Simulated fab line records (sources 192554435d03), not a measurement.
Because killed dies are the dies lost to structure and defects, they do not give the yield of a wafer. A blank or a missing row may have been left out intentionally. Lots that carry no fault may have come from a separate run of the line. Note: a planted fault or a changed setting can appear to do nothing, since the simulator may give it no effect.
fab line records | flow n5-finfet
record: lots: 9 | wafers: 24 | last-day: 16
route steps=1938 shown BEOL_M3@974 BEOL_M4@1111 PASSIVATION@1936
lots that met no fault: taken from a fault-free run of the same line
start-h: start of the lot's first displayed wafer, in hours after the record's first day | wait-h: time in hours since the lot's previous step | " identical to the entry in the row above | L1.1+2: a single row standing in for several wafers | - value missing, or start not given | * or withheld: withheld | < > ~ a bound
route shown NAME@n: names a module that has steps shown in the file, with the first one's number in the route | usual: mean/standard deviation of fault-free wafers | same: alike in all rows | chamber/n: place in a boat | sites: the reading at each site | _std_site: the standard deviation of these | _edge_site: inner sites' mean taken away from outer sites' mean | radius-mm: how far each site lies from the wafer's centre | mask NAME#n: copy n | behind: the most recent tool/chamber to have shaped the wafer | hold: the reason the lot was held/the length of the hold in hours/how it ended | device: the n, p or np transistor that did not switch | end of line: at the end of the route, the tests of the same wafers | a step without rows: its recipe alone | killed: the dies lost at the first sort to structure and to defects; this is not the yield of the wafer | map: dies across one wafer; x = killed, . = not, _ = none there
set.NAME: the setting that was run; set.NAME@STEP: the one run at that earlier step | model.NAME: the simulator's own value behind a step, which no gauge read
one table for each step of the route and one row for each wafer, over a sample of lots
services: from which hour (start-h, from the record's first day; less than 0 if before it) a tool's chamber was out of use, for how many hours, and why
== steps ==
step: N5_BEOL_M3_ETCH_70
recipe: chemistry: N2/H2 | target: SOC | target-depth-a: 800 | overetch-a: 160 | mask-material: SiARC | temp-c: 40 | time-s: 120 | ion-energy-ev: 200 | pressure-mtorr: 30 | source-w: 840 | bias-w: 150 | n2-flow-sccm: 200 | h2-flow-sccm: 200
usual: drypump-motor-current-A: 5.7/0.48 | oes-product-au: 0.60/0.059 | rf-vpp-V: 522.1/1.6 | showerhead-plenum-p-Torr: 2.48/0.053 | throttle-valve-pct: 17.87/0.21
lot.wafer | tool        | chamber | start-h | wait-h | drypump-motor-current-A | oes-product-au | rf-hours-counter-h | rf-vpp-V | showerhead-plenum-p-Torr | throttle-valve-pct
L907.1    | rie-diel-06 | 0       | 164.49  | 0.0    | 6.2                     | 0.67           | 44                 | 522.7    | 2.48                     | 17.53
L907.4    | "           | 3       | "       | "      | 5.0                     | 0.57           | 167                | 520.8    | 2.43                     | 17.91
L907.6    | "           | 2       | "       | "      | 5.8                     | 0.56           | -                  | 522.1    | 2.52                     | 17.93
L908.3    | rie-diel-06 | 1       | 165.14  | 0.0    | 5.3                     | 0.56           | 203                | 518.7    | 2.43                     | 17.87
L908.5    | "           | 3       | "       | "      | 5.0                     | 0.57           | -                  | 520.1    | 2.43                     | 17.91
L908.6    | "           | 2       | "       | "      | 5.8                     | 0.56           | -                  | 524.5    | 2.52                     | 17.94
L912.4    | rie-diel-06 | 3       | 198.33  | 0.0    | 5.0                     | 0.57           | 177                | 521.4    | 2.42                     | 17.92
L912.5    | "           | 0       | "       | "      | 6.2                     | 0.67           | -                  | 521.9    | 2.48                     | 17.58
L912.6    | "           | 1       | "       | "      | 5.3                     | 0.56           | -                  | 520.1    | 2.42                     | 17.89
L910.1    | rie-diel-03 | 0       | 198.45  | 0.0    | 5.9                     | 0.68           | 33                 | 524.8    | 2.59                     | 17.89
L910.2    | "           | 2       | "       | "      | 5.6                     | 0.55           | 195                | 523.2    | 2.52                     | 18.20
L910.4    | "           | 1       | "       | "      | 5.7                     | 0.53           | 238                | 522.7    | 2.51                     | 18.40
L918.1    | rie-diel-06 | 1       | 243.29  | 0.0    | 5.3                     | 0.54           | 223                | 520.7    | 2.42                     | 17.91
L918.4    | "           | 1       | "       | "      | 5.3                     | 0.54           | -                  | 521.1    | 2.42                     | 17.92
L918.5    | "           | 3       | "       | "      | 5.0                     | 0.56           | -                  | 519.8    | 2.42                     | 17.95
L920.3    | rie-diel-01 | 1       | 251.60  | 0.0    | 5.9                     | 0.64           | 87                 | 522.7    | 2.45                     | 17.51
L920.4    | "           | 2       | "       | "      | 6.1                     | 0.68           | 32                 | 522.7    | 2.50                     | 17.99
L920.6    | "           | 1       | "       | "      | 5.8                     | 0.64           | -                  | 521.8    | 2.45                     | 17.52
L921.2    | rie-diel-06 | 2       | 258.15  | 0.0    | 5.8                     | 0.55           | 198                | 523.9    | 2.51                     | 17.98
L921.3    | "           | 1       | "       | "      | 5.3                     | 0.54           | 230                | 520.9    | 2.42                     | 17.92
L922.2    | rie-diel-06 | 0       | 264.90  | 0.0    | 6.2                     | 0.63           | 78                 | 521.2    | 2.47                     | 17.61
L922.3    | "           | 3       | "       | "      | 5.0                     | 0.56           | 201                | 521.1    | 2.41                     | 17.96
L923.2    | rie-diel-06 | 0       | 270.59  | 0.0    | 6.3                     | 0.64           | 80                 | 522.2    | 2.47                     | 17.61
L923.4    | "           | 3       | "       | "      | 5.0                     | 0.55           | 203                | 520.5    | 2.41                     | 17.95
step: N5_BEOL_M3_VIA_ETCH_34
recipe: chemistry: C4F6/O2 | target-depth-a: 694 | mask-material: SOC | pressure-mtorr: 15 | ion-energy-ev: 250 | taper-deg: 4 | time-s: 65.9 | source-w: 350 | bias-w: 170 | Ar_flow_sccm: 300 | C4F6_flow_sccm: 10 | O2_flow_sccm: 10
usual: drypump-motor-current-A: 5.7/0.48 | oes-product-au: 0.78/0.079 | rf-vpp-V: 660/12 | showerhead-plenum-p-Torr: 2.77/0.051 | throttle-valve-pct: 30.79/0.23
lot.wafer | tool        | chamber | start-h | wait-h | drypump-motor-current-A | oes-product-au | rf-hours-counter-h | rf-vpp-V | showerhead-plenum-p-Torr | throttle-valve-pct
L907.1    | rie-diel-06 | 0       | 164.59  | 0.0    | 6.2                     | 0.88           | 44                 | 647      | 2.79                     | 30.49
L907.4    | "           | 3       | "       | "      | 5.0                     | 0.75           | 168                | 671      | 2.72                     | 30.69
L907.6    | "           | 2       | "       | "      | 5.8                     | 0.74           | -                  | 651      | 2.83                     | 31.02
L908.3    | rie-diel-06 | 1       | 165.24  | 0.0    | 5.3                     | 0.71           | 203                | 662      | 2.73                     | 30.79
L908.5    | "           | 3       | "       | "      | 5.0                     | 0.75           | -                  | 672      | 2.72                     | 30.70
L908.6    | "           | 2       | "       | "      | 5.8                     | 0.73           | -                  | 653      | 2.83                     | 31.01
L912.4    | rie-diel-06 | 3       | 198.43  | 0.0    | 5.0                     | 0.74           | 177                | 672      | 2.71                     | 30.70
L912.5    | "           | 0       | "       | "      | 6.2                     | 0.86           | -                  | 647      | 2.78                     | 30.51
L912.6    | "           | 1       | "       | "      | 5.3                     | 0.72           | -                  | 662      | 2.73                     | 30.80
L910.1    | rie-diel-03 | 0       | 198.55  | 0.0    | 6.0                     | 0.89           | 33                 | 677      | 2.86                     | 30.57
L910.2    | "           | 2       | "       | "      | 5.6                     | 0.72           | 195                | 646      | 2.84                     | 31.29
L910.4    | "           | 1       | "       | "      | 5.7                     | 0.69           | 238                | 674      | 2.78                     | 31.08
L918.1    | rie-diel-06 | 1       | 243.39  | 0.0    | 5.3                     | 0.70           | 223                | 662      | 2.72                     | 30.82
L918.4    | "           | 1       | "       | "      | 5.3                     | 0.71           | -                  | 660      | 2.72                     | 30.81
L918.5    | "           | 3       | "       | "      | 5.0                     | 0.73           | -                  | 669      | 2.71                     | 30.72
L920.3    | rie-diel-01 | 1       | 251.70  | 0.0    | 5.9                     | 0.84           | 87                 | 653      | 2.76                     | 30.61
L920.4    | "           | 2       | "       | "      | 6.1                     | 0.87           | 32                 | 669      | 2.78                     | 31.03
L920.6    | "           | 1       | "       | "      | 5.9                     | 0.84           | -                  | 653      | 2.76                     | 30.60
L921.2    | rie-diel-06 | 2       | 258.25  | 0.0    | 5.8                     | 0.73           | 198                | 652      | 2.82                     | 31.04
L921.3    | "           | 1       | "       | "      | 5.3                     | 0.70           | 230                | 661      | 2.72                     | 30.81
L922.2    | rie-diel-06 | 0       | 265.00  | 0.0    | 6.2                     | 0.82           | 78                 | 646      | 2.77                     | 30.53
L922.3    | "           | 3       | "       | "      | 5.0                     | 0.72           | 201                | 671      | 2.70                     | 30.72
L923.2    | rie-diel-06 | 0       | 270.69  | 0.0    | 6.2                     | 0.82           | 80                 | 647      | 2.77                     | 30.51
L923.4    | "           | 3       | "       | "      | 5.0                     | 0.73           | 203                | 670      | 2.70                     | 30.73
step: N5_BEOL_M3_TRENCH_ETCH_37
recipe: chemistry: C4F6/O2 | target-depth-a: 555.55 | target: SiOC | time-s: 29.2 | ion-energy-ev: 250 | pressure-mtorr: 30 | source-w: 355 | bias-w: 185 | Ar_flow_sccm: 300 | C4F6_flow_sccm: 10 | O2_flow_sccm: 10
usual: drypump-motor-current-A: 5.7/0.48 | oes-product-au: 0.78/0.08 | rf-vpp-V: 660/12 | showerhead-plenum-p-Torr: 2.78/0.051 | throttle-valve-pct: 20.91/0.2
lot.wafer | tool        | chamber | start-h | wait-h | drypump-motor-current-A | oes-product-au | rf-hours-counter-h | rf-vpp-V | showerhead-plenum-p-Torr | throttle-valve-pct
L907.1    | rie-diel-06 | 0       | 164.69  | -      | 6.2                     | 0.88           | 44                 | 647      | 2.79                     | 20.64
L907.4    | "           | 3       | "       | "      | 5.0                     | 0.75           | 168                | 671      | 2.72                     | 20.90
L907.6    | "           | 2       | "       | "      | 5.8                     | 0.75           | -                  | 652      | 2.83                     | 21.10
L908.3    | rie-diel-06 | 1       | 165.34  | -      | 5.3                     | 0.72           | 203                | 660      | 2.74                     | 20.83
L908.5    | "           | 3       | "       | "      | 5.0                     | 0.74           | -                  | 671      | 2.72                     | 20.91
L908.6    | "           | 2       | "       | "      | 5.8                     | 0.74           | -                  | 652      | 2.83                     | 21.10
L912.4    | rie-diel-06 | 3       | 198.53  | -      | 5.0                     | 0.74           | 177                | 670      | 2.72                     | 20.93
L912.5    | "           | 0       | "       | "      | 6.2                     | 0.85           | -                  | 647      | 2.79                     | 20.67
L912.6    | "           | 1       | "       | "      | 5.3                     | 0.71           | -                  | 662      | 2.73                     | 20.83
L910.1    | rie-diel-03 | 0       | 198.65  | -      | 6.0                     | 0.90           | 33                 | 679      | 2.87                     | 20.72
L910.2    | "           | 2       | "       | "      | 5.6                     | 0.71           | 195                | 646      | 2.85                     | 21.39
L910.4    | "           | 1       | "       | "      | 5.6                     | 0.68           | 238                | 676      | 2.79                     | 21.31
L918.1    | rie-diel-06 | 1       | 243.49  | -      | 5.3                     | 0.70           | 223                | 662      | 2.73                     | 20.85
L918.4    | "           | 1       | "       | "      | 5.3                     | 0.70           | -                  | 662      | 2.73                     | 20.86
L918.5    | "           | 3       | "       | "      | 5.0                     | 0.73           | -                  | 673      | 2.71                     | 20.96
L920.3    | rie-diel-01 | 1       | 251.80  | -      | 5.8                     | 0.84           | 87                 | 651      | 2.76                     | 20.70
L920.4    | "           | 2       | "       | "      | 6.1                     | 0.89           | 32                 | 669      | 2.79                     | 20.93
L920.6    | "           | 1       | "       | "      | 5.9                     | 0.85           | -                  | 651      | 2.76                     | 20.71
L921.2    | rie-diel-06 | 2       | 258.35  | -      | 5.8                     | 0.72           | 198                | 652      | 2.82                     | 21.12
L921.3    | "           | 1       | "       | "      | 5.3                     | 0.62           | 230                | 659      | 2.72                     | 20.86
L922.2    | rie-diel-06 | 0       | 265.10  | -      | 6.2                     | 0.83           | 78                 | 648      | 2.78                     | 20.70
L922.3    | "           | 3       | "       | "      | 5.0                     | 0.66           | 201                | 671      | 2.71                     | 20.95
L923.2    | rie-diel-06 | 0       | 270.79  | -      | 6.2                     | 0.82           | 80                 | 645      | 2.78                     | 20.70
L923.4    | "           | 3       | "       | "      | 5.0                     | 0.65           | 203                | 671      | 2.70                     | 20.95
step: N5_BEOL_M3_OCD_MEAS_38
usual: trench-depth-nm: 55.5/0.96
lot.wafer | tool   | chamber | start-h | wait-h | trench-depth-nm
L907.1    | ocd-02 | -       | 164.85  | -      | 55.8
L907.4    | "      | -       | "       | "      | 56.4
L907.6    | "      | -       | "       | "      | 57.0
L908.3    | ocd-01 | -       | 165.50  | -      | 54.5
L908.5    | "      | -       | "       | "      | 55.4
L908.6    | "      | -       | "       | "      | 56.2
L912.4    | ocd-02 | -       | 198.69  | -      | 54.8
L912.5    | "      | -       | "       | "      | 54.6
L912.6    | "      | -       | "       | "      | 54.1
L910.1    | ocd-02 | -       | 198.80  | -      | 56.3
L910.2    | "      | -       | "       | "      | 54.1
L910.4    | "      | -       | "       | "      | 55.1
L918.1    | ocd-01 | -       | 243.65  | -      | 54.7
L918.4    | "      | -       | "       | "      | 54.0
L918.5    | "      | -       | "       | "      | 55.4
L920.3    | ocd-02 | -       | 251.96  | -      | 56.2
L920.4    | "      | -       | "       | "      | 55.9
L920.6    | "      | -       | "       | "      | 57.2
L921.2    | ocd-02 | -       | 258.50  | -      | 56.9
L921.3    | "      | -       | "       | "      | 45.1
L922.2    | ocd-02 | -       | 265.26  | -      | 54.5
L922.3    | "      | -       | "       | "      | 47.3
L923.2    | ocd-02 | -       | 270.95  | -      | 54.2
L923.4    | "      | -       | "       | "      | 47.4
step: N5_BEOL_M3_PRE_CLEAN_45
recipe: gas: H2/He | time-s: 30 | temp-c: 250
usual: heater-power-w: 333/25
lot.wafer | tool           | chamber | start-h | wait-h | heater-power-w
L907.1    | pvd-sputter-03 | -       | 165.21  | 0.0    | 318
L907.4    | "              | -       | "       | "      | 384
L907.6    | "              | -       | "       | "      | 315
L908.3    | pvd-sputter-01 | -       | 165.73  | 0.0    | 319
L908.5    | "              | -       | "       | "      | 341
L908.6    | "              | -       | "       | "      | 354
L912.4    | pvd-sputter-01 | -       | 199.26  | 0.0    | 313
L912.5    | "              | -       | "       | "      | 323
L912.6    | "              | -       | "       | "      | 349
L910.1    | pvd-sputter-02 | -       | 199.37  | 0.0    | 308
L910.2    | "              | -       | "       | "      | 350
L910.4    | "              | -       | "       | "      | 332
L918.1    | pvd-sputter-03 | -       | 243.99  | 0.0    | 321
L918.4    | "              | -       | "       | "      | 379
L918.5    | "              | -       | "       | "      | 389
L920.3    | pvd-sputter-03 | -       | 252.36  | 0.0    | 337
L920.4    | "              | -       | "       | "      | 390
L920.6    | "              | -       | "       | "      | 354
L921.2    | pvd-sputter-01 | -       | 258.81  | 0.0    | 305
L921.3    | "              | -       | "       | "      | 331
L922.2    | pvd-sputter-03 | -       | 265.78  | 0.0    | 340
L922.3    | "              | -       | "       | "      | 305
L923.2    | pvd-sputter-02 | -       | 271.61  | 0.0    | 316
L923.4    | "              | -       | "       | "      | 338
step: N5_BEOL_M4_RC_MEAS_101
usual: DIBL_N: 35.8/1.8 | DIBL_P: 35.9/2.2 | IOFF_N: 0.16/0.035 | IOFF_P: 0.21/0.04 | ION_N: 672/11 | ION_P: 461/7.4 | SS_N: 71.4/0.64 | SS_P: 73.2/0.67 | VT_N: 250/3.5 | VT_P: -251/3.4
lot.wafer | tool      | chamber | start-h | wait-h | DIBL_N[mV/V] | DIBL_P[mV/V] | IOFF_N[nA/um] | IOFF_P[nA/um] | ION_N[uA/um] | ION_P[uA/um] | SS_N[mV/dec] | SS_P[mV/dec] | VT_N[mV] | VT_P[mV]
L907.1    | prober-02 | 0       | 183.44  | 0.0    | 36.6         | 36.8         | 0.18          | 0.25          | 683          | 471          | 72.0         | 73.6         | 245      | -246
L907.4    | "         | 0       | "       | "      | 32.9         | 32.4         | 0.12          | 0.18          | 659          | 458          | 70.8         | 72.4         | 255      | -251
L907.6    | "         | 0       | "       | "      | 34.7         | 33.6         | 0.14          | 0.18          | 665          | 454          | 71.4         | 72.8         | 249      | -250
L908.3    | prober-02 | 0       | 188.64  | 0.3    | 37.6         | 39.3         | 0.21          | 0.27          | 679          | 467          | 72.1         | 73.9         | 247      | -246
L908.5    | "         | 0       | "       | "      | 34.5         | 35.6         | 0.15          | 0.21          | 670          | 459          | 71.0         | 72.9         | 250      | -247
L908.6    | "         | 0       | "       | "      | 35.5         | 37.1         | 0.17          | 0.24          | 676          | 473          | 71.4         | 73.0         | 251      | -248
L912.4    | prober-02 | 0       | 214.06  | 0.5    | 36.3         | 36.0         | 0.15          | 0.18          | 663          | 455          | 71.7         | 73.6         | 251      | -253
L912.5    | "         | 0       | "       | "      | 38.0         | 39.9         | 0.19          | 0.26          | 677          | 462          | 71.8         | 74.1         | 249      | -249
L912.6    | "         | 0       | "       | "      | 36.0         | 36.2         | 0.15          | 0.19          | 667          | 458          | 71.1         | 73.6         | 249      | -251
L910.1    | prober-01 | 0       | 216.83  | 0.0    | 38.6         | 40.7         | 0.21          | 0.24          | 691          | 467          | 72.3         | 73.7         | 247      | -250
L910.2    | "         | 0       | "       | "      | 36.7         | 37.9         | 0.17          | 0.19          | 683          | 459          | 72.1         | 72.5         | 249      | -251
L910.4    | "         | 0       | "       | "      | 35.0         | 36.7         | 0.13          | 0.17          | 665          | 451          | 71.1         | 72.8         | 254      | -255
L918.1    | prober-02 | 0       | 259.85  | 0.0    | 34.3         | 34.6         | 0.13          | 0.21          | 658          | 462          | 71.3         | 73.0         | 253      | -249
L918.4    | "         | 0       | "       | "      | 37.1         | 38.2         | 0.19          | 0.28          | 664          | 464          | 71.2         | 73.7         | 247      | -246
L918.5    | "         | 0       | "       | "      | 35.0         | 35.8         | 0.15          | 0.23          | 669          | 470          | 70.5         | 72.3         | 249      | -246
L920.3    | prober-02 | 0       | 265.80  | 0.3    | 31.7         | 31.2         | 0.09          | 0.13          | 654          | 456          | 70.2         | 71.9         | 258      | -256
L920.4    | "         | 0       | "       | "      | 34.5         | 35.6         | 0.13          | 0.19          | 667          | 461          | 70.7         | 73.1         | 251      | -251
L920.6    | "         | 0       | "       | "      | 33.8         | 34.5         | 0.12          | 0.18          | 667          | 469          | 70.6         | 72.2         | 251      | -251
L921.2    | prober-01 | 0       | 273.52  | 0.2    | 37.6         | 37.8         | 0.17          | 0.19          | 671          | 444          | 72.1         | 73.8         | 251      | -257
L921.3    | "         | 0       | "       | "      | 36.7         | 36.8         | 0.15          | 0.17          | 668          | 446          | 72.0         | 73.5         | 252      | -256
L922.2    | prober-01 | 0       | 280.65  | 0.2    | 37.3         | 36.3         | 0.18          | 0.21          | 672          | 458          | 72.0         | 73.2         | 248      | -251
L922.3    | "         | 0       | "       | "      | 37.0         | 35.8         | 0.16          | 0.20          | 682          | 464          | 70.6         | 73.4         | 249      | -251
L923.2    | prober-01 | 0       | 285.06  | 0.2    | 37.4         | 37.5         | 0.17          | 0.26          | 670          | 462          | 71.8         | 74.1         | 248      | -245
L923.4    | "         | 0       | "       | "      | 36.3         | 36.1         | 0.17          | 0.22          | 671          | 463          | 71.5         | 73.4         | 250      | -247
step: N5_PASSIVATION_PROBE_49
usual: defect-limited-yield: 91.0/1.5 | killed_at_M0_to_M3: 34/9.1 | killed_at_M4_up: 14/5.7 | killed-at-contacts: 13/5.7 | killed-at-front-end: 42/12 | killed-at-other: 4/3.4 | killed-dies: 106/17 | killed-open: 70/13 | killed-short: 34/7.5 | sort_bin_5_function: 5.2/0.94 | sort_bin_6_memory: 3.4/0.69 | sort-n-pass: 1074/17 | sort-yield-pct: 91.0/1.5
same: gross-dies: 1180 | killed-at-back-side: 0 | sort_bin_4_leakage[%]: 0 | sort_bin_8_speed[%]: 0
lot.wafer | tool      | chamber | start-h | wait-h | defect-limited-yield[%] | killed_at_M0_to_M3 | killed_at_M4_up | killed-at-contacts | killed-at-front-end | killed-at-other | killed-dies | killed-open | killed-short | sort_bin_5_function[%] | sort_bin_6_memory[%] | sort-n-pass | sort-yield-pct[%]
L907.1    | prober-01 | -       | 294.10  | 0.0    | 91.7                    | 32                 | 25              | 7                  | 31                  | 3               | 98          | 74          | 22           | 4.9                    | 3.2                  | 1082        | 91.7
L907.4    | prober-01 | -       | 294.25  | 0.2    | 90.6                    | 28                 | 15              | 18                 | 42                  | 8               | 111         | 71          | 36           | 5.3                    | 3.6                  | 1069        | 90.6
L907.6    | prober-01 | -       | 294.35  | 0.3    | 91.9                    | 33                 | 5               | 12                 | 42                  | 4               | 96          | 64          | 32           | 4.8                    | 3.1                  | 1084        | 91.9
killed by level:class
L907.1 STI_FIN_REVEAL:geometric-particle:open=11 BEOL_M4:geometric-particle:open=9 FIN_SAQP:geometric-particle:open=6 BEOL_M3:geometric-particle:open=6 BEOL_M5:geometric-particle:open=6 BEOL_M0_SAQP:geometric-particle:short=5 MOL_CONTACT_COAG:geometric-particle:open=5 BEOL_M1:geometric-particle:open=5
L907.4 MOL_CONTACT_COAG:geometric-particle:open=15 FIN_SAQP:geometric-particle:short=10 FIN_SAQP:geometric-particle:open=10 BEOL_M1:geometric-particle:open=9 STI_FIN_REVEAL:geometric-particle:open=8 BEOL_M0_SAQP:geometric-particle:short=4 BEOL_M0:geometric-particle:open=4 BEOL_M3:geometric-particle:open=4
L907.6 BEOL_M3:geometric-particle:open=13 FIN_SAQP:geometric-particle:open=10 MOL_CONTACT_COAG:geometric-particle:open=10 FIN_SAQP:geometric-particle:short=8 DUMMY_GATE:geometric-particle:open=7 BEOL_M0_SAQP:geometric-particle:short=7 STI_FIN_REVEAL:geometric-particle:open=5 STI_FIN_REVEAL:geometric-particle:short=4
== services ==
tool        | chamber | start-h | hours | kind
rie-diel-01 | 2       | 143.72  | -     | clean
rie-diel-01 | 2       | 143.72  | -     | consumable-replace:focus-ring
rie-diel-01 | 2       | 143.72  | 12.9  | scheduled-down
rie-diel-01 | 2       | 143.72  | 12.9  | vent-cycle
rie-diel-01 | 3       | 161.64  | 11.6  | repair
rie-diel-03 | 3       | 167.69  | 6.6   | repair
rie-diel-06 | -       | 193.26  | 2.8   | pm
rie-diel-06 | 1       | 217.57  | 10.0  | repair
rie-diel-03 | 3       | 222.21  | 10.9  | repair
rie-diel-03 | 1       | 238.81  | -     | clean
rie-diel-03 | 1       | 238.81  | -     | consumable-replace:focus-ring
rie-diel-03 | 1       | 238.81  | 25.4  | scheduled-down
rie-diel-03 | 1       | 238.81  | 25.4  | vent-cycle
rie-diel-03 | -       | 252.59  | 14.6  | pm
rie-diel-03 | 2       | 270.09  | 9.5   | repair
== key ==
first-sign: step: N5_BEOL_M3_OCD_MEAS_38 | reading: trench-depth-nm | direction: down | sigmas: 9.3 | usual: 55.5 | struck: 46.6
effect none on later readings
met-at N5_BEOL_M3_TRENCH_ETCH_37
struck-lots L921,L922,L923
struck-wafers L921.3,L922.3,L923.4
not-acting-at N5_BEOL_M3_ETCH_70,N5_BEOL_M3_VIA_ETCH_34,N5_BEOL_M3_PRE_CLEAN_45
onset-between 243.49 258.35
fault: kind: process-parameter-drift | tool: rie-diel-06 | chamber: - | onset-h: 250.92 | steps: N5_BEOL_M3_TRENCH_ETCH_37 | channel: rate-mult | offset: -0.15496 | shape: step | end-h: 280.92 | scope: struck-wafers-only
